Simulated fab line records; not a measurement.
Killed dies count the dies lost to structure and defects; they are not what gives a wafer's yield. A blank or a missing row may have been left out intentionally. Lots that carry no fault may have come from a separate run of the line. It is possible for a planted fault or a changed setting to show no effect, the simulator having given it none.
The tool behind it: which one? :: flow n5Finfet :: 7 lots with 21 wafers sampled at 5 steps, on a route of 1938 steps

WHAT EACH GAUGE READ, for each wafer
N5_BEOL_M4_RC_MEAS_101.
lot: L718
measured: day 8 08:17
on: prober-01
SS_N (mV/dec): 71.5 70.9 71.6

lot: L720
measured: day 8 14:11
on: prober-02
SS_N (mV/dec): 71.5 70.9 71.1

lot: L722
measured: day 9 04:35
on: prober-02
SS_N (mV/dec): 71.5 71.5 71.8

lot: L725
measured: day 9 14:19
on: prober-02
SS_N (mV/dec): 71.5 71.7 71.5

lot: L738
measured: day 12 20:45
on: prober-02
SS_N (mV/dec): 71.9 71.0 71.6

lot: L740
measured: day 13 22:22
on: prober-01
SS_N (mV/dec): 71.8 71.9 71.6

TOOL THAT RAN EACH LOT (tool first, then ch and the chambers of the sampled wafers, then the start)
lot: L718
N5_GATE_CUT_ETCH_37: rieDiel-06 ch 2,3, day 4 22:25
N5_GATE_CUT_STRIP_42: rieDiel-06 ch 2,3, day 4 22:34
N5_GATE_CUT_CUT_ETCH_54: rieMetal-01 ch 0,1, day 4 22:47
N5_GATE_CUT_CMP_23: cmp-02 ch 1,3, day 5 01:02

lot: L720
N5_GATE_CUT_ETCH_37: rieDiel-03 ch 2,3, day 5 07:15
N5_GATE_CUT_STRIP_42: rieDiel-03 ch 2,3, day 5 07:25
N5_GATE_CUT_CUT_ETCH_54: rieMetal-02 ch 0,1, day 5 07:37
N5_GATE_CUT_CMP_23: cmp-02 ch 1,2,3, day 5 09:30

lot: L722
N5_GATE_CUT_ETCH_37: rieDiel-06 ch 0,1,3, day 5 21:47
N5_GATE_CUT_STRIP_42: rieDiel-06 ch 0,1,3, day 5 21:57
N5_GATE_CUT_CUT_ETCH_54: rieMetal-01 ch 0,1, day 5 22:09
N5_GATE_CUT_CMP_23: cmp-01 ch 0,2,3, day 6 00:20

lot: L725
N5_GATE_CUT_ETCH_37: rieDiel-06 ch 1,2, day 6 15:57
N5_GATE_CUT_STRIP_42: rieDiel-06 ch 1,2, day 6 16:07
N5_GATE_CUT_CUT_ETCH_54: rieMetal-03 ch 0,1, day 6 16:19
N5_GATE_CUT_CMP_23: cmp-02 ch 0,1,2, day 6 18:17

lot: L735
N5_GATE_CUT_ETCH_37: rieDiel-03 ch 1,2, day 9 02:50
N5_GATE_CUT_STRIP_42: rieDiel-03 ch 1,2, day 9 03:01
N5_GATE_CUT_CUT_ETCH_54: rieMetal-02 ch 0,1, day 9 03:14
N5_GATE_CUT_CMP_23: cmp-02 ch 2,3, day 9 05:35

lot: L738
N5_GATE_CUT_ETCH_37: rieDiel-02 ch 1,2,3, day 9 19:07
N5_GATE_CUT_STRIP_42: rieDiel-02 ch 1,2,3, day 9 19:17
N5_GATE_CUT_CUT_ETCH_54: rieMetal-02 ch 0, day 9 19:29
N5_GATE_CUT_CMP_23: cmp-02 ch 2,3, day 9 21:22

lot: L740
N5_GATE_CUT_ETCH_37: rieDiel-02 ch 1,3, day 10 11:11
N5_GATE_CUT_STRIP_42: rieDiel-02 ch 1,3, day 10 11:20
N5_GATE_CUT_CUT_ETCH_54: rieMetal-03 ch 1, day 10 11:34
N5_GATE_CUT_CMP_23: cmp-04 ch 0,2,3, day 10 13:30
- N5_GATE_CUT_ETCH_37: etches SOC in N2/H2, target depth 60 nm, overetch 12 nm, time 90 s.
- N5_GATE_CUT_STRIP_42: strips in O2.
- N5_GATE_CUT_CUT_ETCH_54: etches TiN in Cl2/BCl3, target depth 96.7 nm.
- N5_GATE_CUT_CMP_23: polishes, stops on SiO2, t overpolish 23.4 s, target thk 16 nm.

THE ANSWER, worked out from the rows above alone
Rule: the lots themselves supply what counts as usual. Put in order of their means at a reading, lots are off if they are a third of the lots or fewer, leave a main group of 4 or more, and stand apart from it by a gap of 3 or more times the standard deviation of the main group's means; of several such gaps the widest counts. A main group whose means are all the same, to the digits that the tables above print for the reading, isn't used. Also off: a lot with no number at a reading for which 4 or more lots have one. All remaining lots with rows at the step are treated as sound.
No lot is off at any reading shown: from this, nothing can be told.

WHAT WAS PUT IN BY THE SIMULATOR
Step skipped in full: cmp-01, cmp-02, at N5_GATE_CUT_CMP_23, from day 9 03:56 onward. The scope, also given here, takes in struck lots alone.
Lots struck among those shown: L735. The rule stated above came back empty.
